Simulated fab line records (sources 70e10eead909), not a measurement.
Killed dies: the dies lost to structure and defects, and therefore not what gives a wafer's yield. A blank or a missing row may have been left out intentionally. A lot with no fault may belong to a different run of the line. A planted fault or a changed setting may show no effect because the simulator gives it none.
fab line records	flow nand_harc
record: lots: 12	wafers: 36	last_day: 32
route steps=1302 shown A_STAIRCASE@667 END@1302
lots that met no fault: taken from a fault-free run of the same line
start_h: hours from the record's first day to the start of the lot's first wafer shown	wait_h: hours since the lot's step before	" the same as in the row above	L1.1+2: several wafers, shown together as one row	- value missing, or start not given	* or withheld: withheld	< > ~ a bound
route shown NAME@n: names a module that has steps shown in the file, with the first one's number in the route	usual: mean/standard deviation of fault-free wafers	same: alike in all rows	chamber/n: place in a boat	sites: the reading at each site	_std_site: their standard deviation	_edge_site: the outer-site mean with the inner-site mean subtracted	radius_mm: how far each site lies from the wafer's centre	mask NAME#n: copy n	behind: the most recent tool/chamber to have shaped the wafer	hold: reason for holding the lot/hours on hold/outcome of the hold	device: names the non-switching transistor (n, p or np)	end of line: the route-end tests of the same wafers	where a step has no rows: the recipe by itself	killed: count of dies lost to structure and defects at first sort (not the wafer's yield)	map: the dies of a wafer, with x for killed, . for not killed, _ for no die there
set.NAME: the setting the step ran with; set.NAME@STEP: the setting that earlier step ran with	model.NAME: the simulator's own value behind a step, which no gauge read
the route's steps for a sample of lots (tables are steps, rows are wafers)
services: when a tool's chamber went out of use (start_h, in hours from the record's first day, below 0 if earlier), for how many hours, and the reason
== steps ==
step: NHARC_A_STAIRCASE_DESCUM_11
recipe: time_s: 3	o2_flow_sccm: 200	ar_flow_sccm: 0	bias_power_w: 0	chemistry: O2
usual: drypump_motor_current_A: 5.4/0.51	oes_product_au: 1.000/0.01	rf_vpp_V: 57.8/0.8	showerhead_plenum_p_Torr: 1.88/0.095	throttle_valve_pct: 11.312/0.0092
lot.wafer	tool	chamber	start_h	wait_h	drypump_motor_current_A	oes_product_au	rf_hours_counter_h	rf_vpp_V	showerhead_plenum_p_Torr	throttle_valve_pct
L462.3	rie_diel-01	3	356.95	-	5.3	1.021	51	57.8	1.84	11.319
L462.1	"	1	"	"	6.3	1.004	44	58.5	1.83	11.329
L462.5	"	3	"	"	5.3	1.012	-	58.2	1.84	11.302
L463.4	rie_diel-06	3	366.13	-	5.0	1.016	18	59.0	1.80	11.305
L463.1	"	0	"	"	5.7	1.000	16	57.0	1.78	11.307
L463.5	"	2	"	"	4.7	0.999	-	57.0	1.78	11.302
L464.2	rie_diel-08	2	370.25	-	4.8	1.000	54	57.8	1.83	11.308
L464.4	"	3	"	"	5.1	0.997	52	56.4	2.06	11.312
L464.6	"	2	"	"	4.8	0.996	-	56.9	1.83	11.312
L467.3	rie_diel-06	1	387.84	-	5.1	0.993	24	59.4	2.05	11.303
L467.6	"	2	"	"	4.8	1.001	-	56.8	1.77	11.318
L467.5	"	3	"	"	5.0	1.016	-	58.1	1.79	11.307
L469.2	rie_diel-01	1	422.82	-	6.3	1.000	13	58.0	1.83	11.313
L469.4	"	3	"	"	5.3	1.009	12	58.0	1.83	11.320
L469.5	"	1	"	"	6.2	0.987	-	57.4	1.83	11.322
L470.2	rie_diel-08	3	436.00	-	5.2	0.989	11	58.4	2.05	11.317
L470.6	"	1	"	"	4.9	0.997	-	57.8	1.92	11.314
L470.5	"	2	"	"	4.8	0.998	-	58.5	1.82	11.307
L471.1	rie_diel-06	2	456.19	-	4.7	0.998	49	56.8	1.77	11.323
L471.2	"	1	"	"	5.1	0.999	47	58.6	2.04	11.318
L471.5	"	2	"	"	4.7	1.000	-	56.9	1.77	11.305
L473.1	rie_diel-06	2	462.39	-	4.8	0.992	50	57.9	1.77	11.315
L473.2	"	3	"	"	5.0	1.018	53	57.6	1.79	11.298
L473.3	"	1	"	"	5.2	0.997	48	58.4	2.04	11.316
L472.3	rie_diel-01	3	466.78	-	5.3	1.009	20	55.4	1.83	11.307
L472.4	"	0	"	"	6.0	1.001	23	57.7	1.89	11.309
L472.5	"	3	"	"	5.3	1.011	-	58.1	1.83	11.305
L476.1	rie_diel-01	3	496.41	-	5.3	1.016	28	56.7	1.83	11.319
L476.4	"	2	"	"	6.0	0.982	24	58.2	1.95	11.303
L476.5	"	3	"	"	5.3	1.010	-	57.9	1.83	11.317
L482.2	rie_diel-06	0	552.96	-	5.6	1.007	24	58.7	2.07	11.347
L482.6	"	1	"	"	5.2	0.990	-	57.5	2.03	11.308
L482.5	"	2	"	"	4.8	1.008	-	59.3	2.07	11.305
L484.1	rie_diel-08	1	567.57	-	4.9	1.004	2	58.1	1.90	11.303
L484.4	"	2	"	"	4.8	0.997	2	56.7	1.80	11.322
L484.3	"	3	"	"	5.2	0.993	2	58.3	2.04	11.315
step: NHARC_A_STAIRCASE_ETCH_19
recipe: target_depth_a: 1000	time_s: 40.5	ion_energy_ev: 400	c4f8_flow_sccm: 20	o2_flow_sccm: 10	ar_flow_sccm: withheld	rf_w: 600	bias_w: 1000	chemistry: C4F8/O2
usual: oes_product_au: 0.942/0.013	rf_vpp_V: 894/6
lot.wafer	tool	chamber	start_h	wait_h	oes_product_au	rf_hours_counter_h	rf_vpp_V
L462.3	rie_diel-01	3	-	-	0.959	51	893
L462.1	"	0	"	"	0.948	46	896
L462.5	"	0	"	"	0.948	-	896
L463.4	rie_diel-06	3	-	-	0.971	18	889
L463.1	"	2	"	"	0.948	20	886
L463.5	"	0	"	"	0.951	-	889
L464.2	rie_diel-06	1	-	-	0.964	20	905
L464.4	"	3	"	"	0.965	19	889
L464.6	"	0	"	"	0.978	-	887
L467.3	rie_diel-06	2	-	-	0.933	28	886
L467.6	"	3	"	"	0.942	-	887
L467.5	"	0	"	"	0.939	-	886
L469.4	rie_diel-01	2	-	-	0.933	8	898
L469.2	"	3	"	"	0.950	12	891
L469.5	"	1	"	"	0.925	-	890
L470.2	rie_diel-08	0	-	-	0.951	18	891
L470.5	"	0	"	"	0.944	-	892
L470.6	"	1	"	"	0.947	-	896
L471.1	rie_diel-06	3	-	-	0.954	52	887
L471.2	"	2	"	"	0.952	49	888
L471.5	"	0	"	"	0.943	-	886
L473.3	rie_diel-06	0	-	-	0.944	48	885
L473.1	"	1	"	"	0.925	49	905
L473.2	"	2	"	"	0.935	51	887
L472.4	rie_diel-01	0	-	-	0.941	24	894
L472.3	"	1	"	"	0.944	26	892
L472.5	"	3	"	"	0.933	-	893
L476.1	rie_diel-01	2	-	-	0.935	24	899
L476.4	"	3	"	"	0.941	29	889
L476.5	"	2	"	"	0.935	-	899
L482.2	rie_diel-06	3	-	-	0.945	24	887
L482.5	"	0	"	"	0.935	-	905
L482.6	"	1	"	"	0.942	-	904
L484.3	rie_diel-08	0	-	-	0.938	3	890
L484.1	"	2	"	"	0.944	2	890
L484.4	"	3	"	"	0.947	3	903
step: NHARC_A_STAIRCASE_ETCH_23
recipe: target_depth_a: 1000	time_s: 40.5	ion_energy_ev: 400	c4f8_flow_sccm: 20	o2_flow_sccm: 10	ar_flow_sccm: withheld	rf_w: 600	bias_w: 1000	chemistry: C4F8/O2
usual: oes_product_au: 0.943/0.013	rf_vpp_V: 895/6.7
lot.wafer	tool	chamber	start_h	wait_h	oes_product_au	rf_hours_counter_h	rf_vpp_V
L462.1	rie_diel-01	0	358.60	-	0.938	47	894
L462.3	"	1	"	"	0.938	45	892
L462.5	"	0	"	"	0.931	-	895
L463.4	rie_diel-01	1	367.75	-	0.932	51	891
L463.1	"	2	"	"	0.926	54	898
L463.5	"	0	"	"	0.951	-	894
L464.2	rie_diel-06	2	371.96	-	0.961	22	887
L464.4	"	3	"	"	0.960	20	889
L464.6	"	0	"	"	0.931	-	886
L467.3	rie_diel-08	0	390.68	-	0.942	4	892
L467.6	"	1	"	"	0.940	-	899
L467.5	"	0	"	"	0.943	-	892
L469.4	rie_diel-06	2	424.36	-	0.951	35	887
L469.2	"	0	"	"	0.955	36	888
L469.5	"	2	"	"	0.948	-	888
L470.2	rie_diel-06	2	437.53	-	0.967	38	889
L470.6	"	1	"	"	0.952	-	903
L470.5	"	2	"	"	0.967	-	886
L471.2	rie_diel-01	0	457.73	-	0.960	19	895
L471.1	"	3	"	"	0.967	18	892
L471.5	"	0	"	"	0.959	-	893
L473.1	rie_diel-08	3	465.68	-	0.921	27	903
L473.2	"	0	"	"	0.928	29	892
L473.3	"	2	"	"	0.914	40	890
L472.3	rie_diel-01	2	468.51	-	0.931	17	899
L472.4	"	3	"	"	0.941	21	890
L472.5	"	0	"	"	0.935	-	894
L476.1	rie_diel-01	2	497.94	-	0.935	24	898
L476.4	"	3	"	"	0.946	29	888
L476.5	"	2	"	"	0.930	-	898
L482.2	rie_diel-06	1	554.63	-	0.949	24	904
L482.5	"	1	"	"	0.948	-	904
L482.6	"	2	"	"	0.802	-	905
L484.4	rie_diel-06	1	569.22	-	0.932	28	904
L484.1	"	2	"	"	0.950	20	905
L484.3	"	3	"	"	0.793	26	887
step: NHARC_A_STAIRCASE_ETCH_25
recipe: target_depth_a: 1000	time_s: 40.5	ion_energy_ev: 400	c4f8_flow_sccm: 20	o2_flow_sccm: 10	ar_flow_sccm: withheld	rf_w: 600	bias_w: 1000	chemistry: C4F8/O2
usual: oes_product_au: 0.943/0.013	rf_vpp_V: 895/6.6
lot.wafer	tool	chamber	start_h	wait_h	oes_product_au	rf_hours_counter_h	rf_vpp_V
L462.3	rie_diel-01	3	-	-	0.950	51	892
L462.1	"	1	"	"	0.924	45	891
L462.5	"	0	"	"	0.926	-	895
L463.4	rie_diel-01	0	-	-	0.947	52	896
L463.1	"	2	"	"	0.939	54	898
L463.5	"	1	"	"	0.934	-	891
L464.4	rie_diel-06	2	-	-	0.959	22	887
L464.2	"	3	"	"	0.964	20	889
L464.6	"	2	"	"	0.959	-	886
L467.3	rie_diel-08	0	-	-	0.963	4	891
L467.5	"	2	"	"	0.947	-	891
L467.6	"	0	"	"	0.952	-	893
L469.4	rie_diel-06	3	-	-	0.967	38	889
L469.2	"	0	"	"	0.947	36	889
L469.5	"	0	"	"	0.947	-	887
L470.2	rie_diel-06	0	-	-	0.947	39	887
L470.5	"	1	"	"	0.947	-	906
L470.6	"	2	"	"	0.963	-	887
L471.2	rie_diel-01	0	-	-	0.967	19	894
L471.1	"	2	"	"	0.936	14	899
L471.5	"	0	"	"	0.963	-	895
L473.3	rie_diel-08	2	-	-	0.932	41	890
L473.2	"	3	"	"	0.932	27	904
L473.1	"	0	"	"	0.936	29	892
L472.3	rie_diel-01	2	-	-	0.942	18	899
L472.4	"	3	"	"	0.952	21	889
L472.5	"	2	"	"	0.930	-	899
L476.4	rie_diel-01	2	-	-	0.930	24	899
L476.1	"	3	"	"	0.952	29	891
L476.5	"	0	"	"	0.955	-	893
L482.2	rie_diel-06	0	-	-	0.944	25	905
L482.5	"	3	"	"	0.951	-	888
L482.6	"	0	"	"	0.940	-	906
L484.4	rie_diel-06	1	-	-	0.937	28	902
L484.3	"	2	"	"	0.954	20	906
L484.1	"	0	"	"	0.949	28	906
step: NHARC_END_SORT_01
recipe: temp_c: 25
usual: killed_at_array: 63/17	killed_at_other: 0.8/1.1	killed_at_periphery: 3.5/3	killed_dies: 67/17	killed_open: 3.1/1.6	killed_short: 2.6/1.4
same: gross_dies: 677
lot.wafer	tool	chamber	start_h	wait_h	killed_at_array	killed_at_other	killed_at_periphery	killed_dies	killed_open	killed_short
L484.1	prober-01	0	771.05	2.5	59	2	0	61	4	5
L484.3	prober-01	0	772.66	3.1	665	1	2	668	2	0
L484.4	prober-01	0	773.47	3.4	44	5	4	53	4	2
L482.2	prober-02	0	771.91	2.8	61	1	4	66	6	4
L482.5	prober-02	0	774.34	3.7	72	0	2	74	1	5
L482.6	prober-02	0	775.15	4.1	665	0	5	670	2	3
killed by level:class
L484.1 A_CHANNEL_HOLE_D2:chamber_film_flake=22 A_CHANNEL_HOLE_D1:chamber_film_flake=15 A_CONTACT:chamber_film_flake=6 A_SLIT:chamber_film_flake=4 A_CHANNEL_HOLE_D1:geometric_particle:open=2 A_SOURCE_PLATE:geometric_particle:short=1 A_ONON_D1:geometric_particle:short=1 A_ONON_D2:geometric_particle:open=1
L482.2 A_CHANNEL_HOLE_D2:chamber_film_flake=28 A_CHANNEL_HOLE_D1:chamber_film_flake=9 A_CONTACT:chamber_film_flake=8 A_SLIT:chamber_film_flake=5 P_GATE:chamber_film_flake=4 A_ONON_D1:geometric_particle:open=3 A_CHANNEL_FILL_D1:geometric_particle:short=2 A_ONON_D1:geometric_particle:short=1
L484.3 A_STAIRCASE:area_etch=612 A_CHANNEL_HOLE_D2:chamber_film_flake=22 A_CHANNEL_HOLE_D1:chamber_film_flake=13 A_SLIT:chamber_film_flake=9 A_CONTACT:chamber_film_flake=8 P_CONTACT:geometric_particle:open=1 P_M1:geometric_particle:open=1 A_DECK1_JOINT:chamber_film_flake=1
L484.4 A_CHANNEL_HOLE_D2:chamber_film_flake=25 A_CHANNEL_HOLE_D1:chamber_film_flake=12 THIN_TSV:chamber_film_flake=5 A_CONTACT:chamber_film_flake=2 P_GATE:geometric_particle:short=1 P_CONTACT:geometric_particle:open=1 P_M0:geometric_particle:short=1 A_DECK1_JOINT:geometric_particle:open=1
L482.5 A_CHANNEL_HOLE_D2:chamber_film_flake=30 A_CHANNEL_HOLE_D1:chamber_film_flake=15 A_CONTACT:chamber_film_flake=11 A_SLIT:chamber_film_flake=5 A_STAIRCASE:chamber_film_flake=3 P_GATE:chamber_film_flake=2 A_DECK1_JOINT:geometric_particle:short=1 A_ONON_D2:geometric_particle:short=1
L482.6 A_STAIRCASE:area_etch=606 A_CHANNEL_HOLE_D2:chamber_film_flake=31 A_CHANNEL_HOLE_D1:chamber_film_flake=11 A_STAIRCASE:chamber_film_flake=5 A_CONTACT:chamber_film_flake=5 P_GATE:chamber_film_flake=3 A_SGD_CUT:geometric_particle:short=2 A_SLIT:chamber_film_flake=2
== services ==
tool	chamber	start_h	hours	kind
rie_diel-06	0	340.77	-	clean
rie_diel-06	1	340.77	-	clean
rie_diel-06	2	340.77	-	clean
rie_diel-06	3	340.77	-	clean
rie_diel-08	3	362.54	5.3	repair
rie_diel-06	0	365.27	-	clean
rie_diel-06	1	365.27	-	clean
rie_diel-06	2	365.27	-	clean
rie_diel-06	3	365.27	-	clean
rie_diel-08	-	370.30	9.0	pm
rie_diel-01	-	380.84	9.0	pm
rie_diel-06	0	389.79	-	clean
rie_diel-06	1	389.79	-	clean
rie_diel-06	2	389.79	-	clean
rie_diel-06	3	389.79	-	clean
rie_diel-06	2	396.28	6.9	repair
rie_diel-06	0	414.29	-	clean
rie_diel-06	-	484.27	9.0	pm
rie_diel-08	3	484.52	13.7	repair
rie_diel-08	0	500.86	19.0	repair
rie_diel-06	1	513.87	7.6	repair
rie_diel-08	3	522.70	4.1	repair
rie_diel-08	-	547.30	9.0	pm
rie_diel-01	-	557.91	9.0	pm
== key ==
first_sign: step: NHARC_A_STAIRCASE_ETCH_23	reading: oes_product_au	direction: down	sigmas: 11	usual: 0.943	struck: 0.798
effect: step: NHARC_END_SORT_01	reading: killed_at_array	direction: up	sigmas: 35	usual: 63	struck: 665
more_kills_born_at: NHARC_A_STAIRCASE_ETCH_23@rie_diel-06: 1218
met_at NHARC_A_STAIRCASE_ETCH_23
struck_lots L482,L484
struck_wafers L482.6,L484.3
later_rows_left_out L482.6,L484.3
tester_left_out L482,L484
not_acting_at NHARC_A_STAIRCASE_DESCUM_11,NHARC_A_STAIRCASE_ETCH_19,NHARC_A_STAIRCASE_ETCH_25
onset_between 437.53 554.63
fault: kind: process_parameter_drift	tool: rie_diel-06	chamber: -	onset_h: 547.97	steps: NHARC_A_STAIRCASE_ETCH_23	channel: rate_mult	offset: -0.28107	shape: step	end_h: 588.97	scope: struck_wafers_only
tester_left_out: of these lots the tester's yield and bins aren't shown, on N5 and GAA mostly nor the transistor test; their killed dies are dies lost to structure and defects alone, not to doping, threshold or leakage, so they don't give the yield
later_rows_left_out: the simulator's readings of these wafers behind a module that went badly wrong aren't trusted and aren't shown, but for the sort
